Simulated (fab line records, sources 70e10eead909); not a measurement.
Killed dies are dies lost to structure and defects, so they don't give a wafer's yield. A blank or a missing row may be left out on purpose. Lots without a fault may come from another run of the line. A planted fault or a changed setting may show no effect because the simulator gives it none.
Chamber matching | flow nand_harc | NHARC_A_BLC_CMP_25 on cmp-03: 4 sister chambers
The step polishes, t overpolish 30 s, target thk 150 nm. 4 wafers are shown with their chamber, then 12 later ones without.

WAFERS WITH THEIR CHAMBER
wafer  | chamber | motor_current_A (A)
L091.3 | 2       | 10.6
L092.1 | 3       | 13.4
L092.5 | 0       | 11.0
L092.6 | 1       | 12.8

WAFERS WITHOUT THEIR CHAMBER
wafer  | motor_current_A (A)
L093.1 | 12.8
L093.3 | 10.9
L093.5 | 10.6
L094.3 | 11.4
L094.4 | 12.8
L094.5 | 13.6
L095.1 | 11.4
L095.4 | 11.3
L095.5 | 11.7
L096.3 | 13.4
L096.4 | 11.4
L096.5 | 12.0

WHICH CHAMBER EACH WENT THROUGH
wafer  | from the rows above               | in truth
L093.1 | can't be placed: 1 or 3           | 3
L093.3 | can't be placed: 0 or 2           | 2
L093.5 | can't be placed: 2 or 0           | 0
L094.3 | can't be placed: 0 or 2           | 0
L094.4 | can't be placed: 1 or 3           | 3
L094.5 | can't be placed: 3 or 1           | 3
L095.1 | can't be placed: 0 or 2           | 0
L095.4 | can't be placed: 0 or 2           | 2
L095.5 | can't be placed: 0 or 2 or 1      | 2
L096.3 | can't be placed: 3 or 1           | 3
L096.4 | can't be placed: 0 or 2           | 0
L096.5 | can't be placed: 1 or 0 or 2 or 3 | 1
Placed correctly: 0 of 12. Can't be placed from these rows: 12 (the true chamber is among the candidates in 12). Placed wrongly: 0.
How it was worked out, from the rows above alone: a wafer's distance from a chamber is the root of the sum, over the readings, of the square of ((its reading less the chamber's mean) divided by the reading's scatter). The wafer belongs to the nearest chamber; if the next one is less than 2 further off, it can't be placed. A chamber's mean is the mean of its shown wafers. The scatter: with one shown wafer a chamber, the root of the mean of the squares of how far each hidden wafer lies from its nearest shown one.
